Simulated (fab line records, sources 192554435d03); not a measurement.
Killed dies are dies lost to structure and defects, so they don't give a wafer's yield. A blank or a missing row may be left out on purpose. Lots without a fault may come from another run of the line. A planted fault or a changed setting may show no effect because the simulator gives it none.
fab line records | flow n5_finfet
record lots=7 wafers=21
route steps=1938 shown BEOL_M14@1729 BEOL_M15@1797 TV_LITHO@1879
start_h: hours from the record's first day to the start of the lot's first wafer shown | wait_h: hours since the lot's step before | " the same as in the row above | L1.1+2: a row that stands for several wafers | - no value, or no start given | * or withheld: withheld | < > ~ a bound
route shown NAME@n: a module of which the file shows steps, and the number in the route of the first | usual: mean/standard deviation of fault-free wafers | same: alike in all rows | chamber/n: place in a boat | sites: the reading at each site | _std_site: their standard deviation | _edge_site: outer sites' mean less inner sites' | radius_mm: how far each site lies from the wafer's centre | mask NAME#n: copy n | behind: the tool/chamber that last shaped the wafer | hold: why the lot was held/for how many hours/how that ended | device: the transistor (n, p or np) that didn't switch | end of line: the same wafers' tests at the end of the route | a step without rows: its recipe alone | killed: dies lost to structure and defects at the first sort, not the wafer's yield | map: a wafer's dies, x killed, . not, _ none there
set.NAME: the setting as run; set.NAME@STEP: as run at that earlier step | model.NAME: the simulator's own value behind a step, which no gauge read
lots whose settings were changed on purpose; a table a step, a row a wafer
## steps
# step N5_BEOL_M14_DESCUM_15
# recipe chemistry=O2 time_s=7.9 source_power_w=50 bias_power_w=20 pressure_mtorr=20 rf_frequency_hz=2.712e+07 temp_c=40 o2_flow_sccm=225
# columns lot.wafer tool chamber start_h wait_h set.time_s
L077.2+3+4 rie_diel-05 2,1,3 287.23 0.5 6.321
L079.2+5 rie_diel-06 2 287.42 0.3 7.9
L079.6 " 1 " " 6.201
L078.1+2+6 rie_diel-05 2,1,2 292.57 0.2 7.9
L080.3+4+5 rie_diel-02 1,2,2 295.30 0.0 7.9
L083.2+3+5 rie_diel-02 0,3,1 316.53 0.0 7.9
L084.1+2 rie_diel-02 3,0 322.86 0.4 8.903
L084.4 " 3 " " 7.9
L085.2+5 rie_diel-05 1,0 349.90 0.0 6.225
L085.6 " 1 " " 7.9
# step N5_BEOL_M14_ETCH_59
# recipe chemistry=N2/H2 target=BARC target_depth_a=890 overetch_a=267 time_s=67.9 ion_energy_ev=200 pressure_mtorr=30 source_w=840 bias_w=150 n2_flow_sccm=200 h2_flow_sccm=200
# step N5_BEOL_M14_VIA_ETCH_16
# recipe chemistry=C4F8/O2/Ar target=SiO2 he_inner_torr=15 he_outer_torr=30 target_depth_a=12313 time_s=withheld ion_energy_ev=800 pressure_mtorr=20 source_w=1905 bias_w=2040 Ar_flow_sccm=400 C4F8_flow_sccm=16 O2_flow_sccm=12 ends=cleared
# step N5_BEOL_M14_STRIP_71
# recipe chemistry=post_etch_residue_remover time_s=60 temp_c=25 remover_ph=withheld remover_water_wt_pct=withheld remover_fluoride_wt_pct=withheld
# step N5_BEOL_M14_SRD_72
# recipe time_s=30 temp_c=23 rinse_liquid=diw dry=n2_spin spin_rpm=1500 dry_time_s=30
# step N5_BEOL_M14_CD_MEAS_17
# recipe target_cd_nm=250 polarity=opening
# usual cd_nm=250.8/2.7
# columns lot.wafer tool chamber start_h wait_h set.dose_mj@BEOL_M14_EXPOSE_07 cd_nm
L077.2 cd_sem-01 - 287.67 0.0 57 252.4
L077.3 " - " " 57 253.9
L077.4 " - " " 53.64 237.9
L079.2 cd_sem-02 - 287.88 0.0 57 253.7
L079.5 " - " " 57 247.7
L079.6 " - " " 54.64 237.4
L078.1 cd_sem-02 - 293.01 0.0 57 248.4
L078.2 " - " " 57 250.9
L078.6 " - " " 57 249.4
L080.3 cd_sem-01 - 295.90 0.0 57 253.1
L080.4 " - " " 57 252.8
L080.5 " - " " 57 255.3
L083.2 cd_sem-02 - 316.96 0.0 57 251.1
L083.3 " - " " 53.36 238.0
L083.5 " - " " 53.36 243.5
L084.1 cd_sem-01 - 323.29 0.0 57 249.9
L084.2 " - " " 57 247.9
L084.4 " - " " 57 250.0
L085.2 cd_sem-02 - 350.34 0.0 54.33 242.8
L085.5 " - " " 57 248.5
L085.6 " - " " 54.33 240.8
# step N5_BEOL_M14_TRENCH_ETCH_34
# recipe chemistry=C4F8/O2/Ar target=SiO2 target_depth_a=5566.5 mask_material=SOC he_inner_torr=15 he_outer_torr=30 time_s=126.9 ion_energy_ev=800 pressure_mtorr=20 source_w=1905 bias_w=2040 Ar_flow_sccm=400 C4F8_flow_sccm=16 O2_flow_sccm=12
# usual rf_vpp_V=2199/49
# columns lot.wafer tool chamber start_h wait_h set.bias_w rf_vpp_V
L077.2 rie_diel-06 0 288.85 0.0 2040 2157
L077.3 " 3 " " 1739 2005
L077.4 " 2 " " 2040 2242
L079.2 rie_diel-02 1 289.28 0.0 2040 2219
L079.5 " 1 " " 2040 2219
L079.6 " 2 " " 2040 2198
L078.1 rie_diel-06 3 293.92 0.0 2040 2245
L078.2 " 1 " " 2040 2224
L078.6 " 2 " " 2040 2242
L080.3 rie_diel-05 1 296.76 0.0 1920 2085
L080.4 " 2 " " 2040 2113
L080.5 " 1 " " 1920 2086
L083.2 rie_diel-06 2 317.96 0.0 2040 2241
L083.3 " 3 " " 1790 2047
L083.5 " 1 " " 1790 2026
L084.1 rie_diel-05 0 324.42 0.0 2040 2148
L084.2 " 2 " " 1856 1975
L084.4 " 2 " " 1856 1977
L085.2 rie_diel-02 1 351.21 0.0 1822 2050
L085.5 " 3 " " 1822 1968
L085.6 " 0 " " 2040 2271
# step N5_BEOL_M15_COAT_22
# recipe spin_rpm=1704 resist_thk_nm=800
# columns lot.wafer tool chamber start_h wait_h set.spin_rpm model.coat_of_BEOL_M15_COAT_22.thk_nm
L079.2 litho_track-05 0 - - 1641 816.4
L079.5 " 0 " " 1704 802.2
L079.6 " 0 " " 1641 816.6
L077.2 litho_track-01 0 - - 1704 804.8
L077.3 " 0 " " 1854 771.8
L077.4 " 0 " " 1854 773.6
L078.1 litho_track-05 0 - - 1704 804.2
L078.2 " 0 " " 1704 803.8
L078.6 " 0 " " 1704 802.6
L080.3 litho_track-04 0 - - 1704 803.2
L080.4 " 0 " " 1528 850.8
L080.5 " 0 " " 1528 849.4
L083.2 litho_track-05 0 - - 1704 803.8
L083.3 " 0 " " 1704 804.2
L083.5 " 0 " " 1704 803.2
L084.1 litho_track-05 0 - - 1586 830.4
L084.2 " 0 " " 1586 830
L084.4 " 0 " " 1586 830.6
L085.2 litho_track-05 0 - - 1639 818
L085.5 " 0 " " 1704 803.2
L085.6 " 0 " " 1704 803.4
# step N5_BEOL_M15_EBR_24
# recipe solvent=PGMEA ebr_width_mm=1.5
# step N5_BEOL_M15_SOFTBAKE_23
# recipe temp_c=130 time_s=60
# step N5_BEOL_M15_DESCUM_33
# recipe chemistry=O2 time_s=7.9 source_power_w=50 bias_power_w=20 pressure_mtorr=20 rf_frequency_hz=2.712e+07 temp_c=40 o2_flow_sccm=225
# step N5_BEOL_M15_ETCH_61
# recipe chemistry=N2/H2 target=BARC target_depth_a=890 overetch_a=267 time_s=67.9 ion_energy_ev=200 pressure_mtorr=30 source_w=840 bias_w=150 n2_flow_sccm=200 h2_flow_sccm=200
# columns lot.wafer tool chamber start_h wait_h set.spin_rpm@BEOL_M15_COAT_22 model.coat_of_BEOL_M15_COAT_22.thk_nm
L079.2 rie_diel-01 0 294.44 0.0 1641 733.4
L079.5 " 1 " " 1704 723.8
L079.6 " 0 " " 1641 733.6
L077.2 rie_diel-04 3 294.67 0.0 1704 720.6
L077.3 " 0 " " 1854 688.4
L077.4 " 0 " " 1854 690.2
L078.1 rie_diel-01 3 300.31 0.0 1704 716.6
L078.2 " 2 " " 1704 724
L078.6 " 3 " " 1704 715.2
L080.3 rie_diel-01 1 306.22 0.0 1704 724.4
L080.4 " 2 " " 1528 770.8
L080.5 " 2 " " 1528 769
L083.2 rie_diel-01 3 323.76 0.0 1704 715.8
L083.3 " 1 " " 1704 725
L083.5 " 0 " " 1704 718.6
L084.1 rie_diel-01 1 333.81 0.0 1586 752
L084.2 " 2 " " 1586 750
L084.4 " 0 " " 1586 747.2
L085.2 rie_diel-01 1 357.83 0.0 1639 739.6
L085.5 " 2 " " 1704 723.8
L085.6 " 1 " " 1704 725.4
# step N5_PASSIVATION_EXPOSE_07
# recipe mask_id=TV na=0.55 source_shape=conventional sigma_outer=0.8 polarization=unpolarized defocus_nm=0 target_cd_nm=3000 dose_mj=22.75
# columns lot.wafer tool chamber start_h wait_h mask set.dose_mj
L079.2+5+6 krf_scanner-02 0 305.04 - TV#0 22.75
L078.1+2+6 krf_scanner-02 0 314.24 - TV#0 22.75
L077.2+4 krf_scanner-01 0 317.26 - TV#0 22.75
L077.3 " 0 " " TV#0 23.22
L080.3+5 krf_scanner-01 0 318.02 - TV#0 21.18
L080.4 " 0 " " TV#0 22.75
L083.2+5 krf_scanner-02 0 338.74 - TV#0 22.75
L083.3 " 0 " " TV#0 21.48
L084.1+4 krf_scanner-02 0 342.59 - TV#0 22.75
L084.2 " 0 " " TV#0 21.5
L085.2 krf_scanner-01 0 370.70 - TV#0 22.75
L085.5+6 " 0 " " TV#0 22.17
# step N5_PASSIVATION_PEB_08
# recipe peb_temp_c=withheld peb_time_s=*
# step N5_PASSIVATION_DEVELOP_09
# recipe develop_time_s=60 rinse_liquid=diw dry=air_spin dev_temp_c=21
# step N5_PASSIVATION_HARDBAKE_11
# recipe temp_c=130 time_s=120
# step N5_PASSIVATION_CD_MEAS_10
# recipe target_cd_nm=3000 landing_energy_ev=500 detector=se_inlens
# usual cd_nm=2999.3/2.6
# columns lot.wafer tool chamber start_h wait_h set.dose_mj@PASSIVATION_EXPOSE_07 cd_nm
L079.2 cd_sem-02 0 305.21 - 22.75 2995.0
L079.5 " 0 " " 22.75 2990.9
L079.6 " 0 " " 22.75 2996.5
L078.1 cd_sem-01 0 314.41 - 22.75 3000.0
L078.2 " 0 " " 22.75 2992.7
L078.6 " 0 " " 22.75 2997.7
L077.2 cd_sem-02 0 317.43 - 22.75 2997.9
L077.3 " 0 " " 23.22 3006.7
L077.4 " 0 " " 22.75 3000.2
L080.3 cd_sem-02 0 318.18 - 21.18 2987.1
L080.4 " 0 " " 22.75 3000.3
L080.5 " 0 " " 21.18 2984.6
L083.2 cd_sem-01 0 338.91 - 22.75 2995.3
L083.3 " 0 " " 21.48 2985.2
L083.5 " 0 " " 22.75 2998.8
L084.1 cd_sem-01 0 342.77 - 22.75 2999.7
L084.2 " 0 " " 21.5 2989.1
L084.4 " 0 " " 22.75 2999.1
L085.2 cd_sem-03 0 370.87 - 22.75 3002.6
L085.5 " 0 " " 22.17 2995.9
L085.6 " 0 " " 22.17 2995.0
# step N5_PASSIVATION_DESCUM_12
# recipe chemistry=O2 time_s=7.9 source_power_w=50 bias_power_w=20 pressure_mtorr=20 rf_frequency_hz=2.712e+07 temp_c=40 o2_flow_sccm=225
# columns lot.wafer tool chamber start_h wait_h set.dose_mj@PASSIVATION_EXPOSE_07 model.TV_LITHO.cd_nm
L079.2 rie_diel-03 1 305.54 0.3 22.75 2995
L079.5 " 0 " " 22.75 2990
L079.6 " 3 " " 22.75 2997
L078.1 rie_diel-03 2 314.50 0.0 22.75 3000
L078.2 " 0 " " 22.75 2992
L078.6 " 2 " " 22.75 2998
L077.2 rie_diel-04 1 317.54 0.0 22.75 2998
L077.3 " 2 " " 23.22 3007
L077.4 " 3 " " 22.75 3001
L080.3 rie_diel-04 1 318.27 0.0 21.18 2987
L080.4 " 2 " " 22.75 3000
L080.5 " 2 " " 21.18 2985
L083.2 rie_diel-03 2 339.00 0.0 22.75 2995
L083.3 " 1 " " 21.48 2985
L083.5 " 2 " " 22.75 2999
L084.1 rie_diel-03 2 343.27 0.4 22.75 -
L084.2 " 1 " " 21.5 2989
L084.4 " 0 " " 22.75 2999
L085.2 rie_diel-01 0 370.96 0.0 22.75 3003
L085.5 " 3 " " 22.17 2996
L085.6 " 0 " " 22.17 2995
## key
split step=N5_BEOL_M14_DESCUM_15 setting=time_s stated=7.9 by=wafer
response none clear
split step=N5_BEOL_M14_TRENCH_ETCH_34 setting=bias_w stated=2040 by=wafer
response step=N5_BEOL_M14_TRENCH_ETCH_34 reading=rf_vpp_V change=+16.5 per=1% r=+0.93
split step=N5_BEOL_M15_COAT_22 setting=spin_rpm stated=1704 by=wafer
response step=N5_BEOL_M15_COAT_22 reading=model.coat_of_BEOL_M15_COAT_22.thk_nm change=-4.12 per=1% r=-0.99
response step=N5_BEOL_M15_ETCH_61 reading=model.coat_of_BEOL_M15_COAT_22.thk_nm change=-3.95 per=1% r=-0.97
split step=N5_PASSIVATION_EXPOSE_07 setting=dose_mj stated=22.75 by=wafer
response step=N5_PASSIVATION_CD_MEAS_10 reading=cd_nm change=+2.14 per=1% r=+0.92
response step=N5_PASSIVATION_DESCUM_12 reading=model.TV_LITHO.cd_nm change=+2.12 per=1% r=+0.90
split outside_this_file step=N5_BEOL_M14_EXPOSE_07 setting=dose_mj
# split outside_this_file: this setting was split too, and the file shows its column; the key of that split is in another file
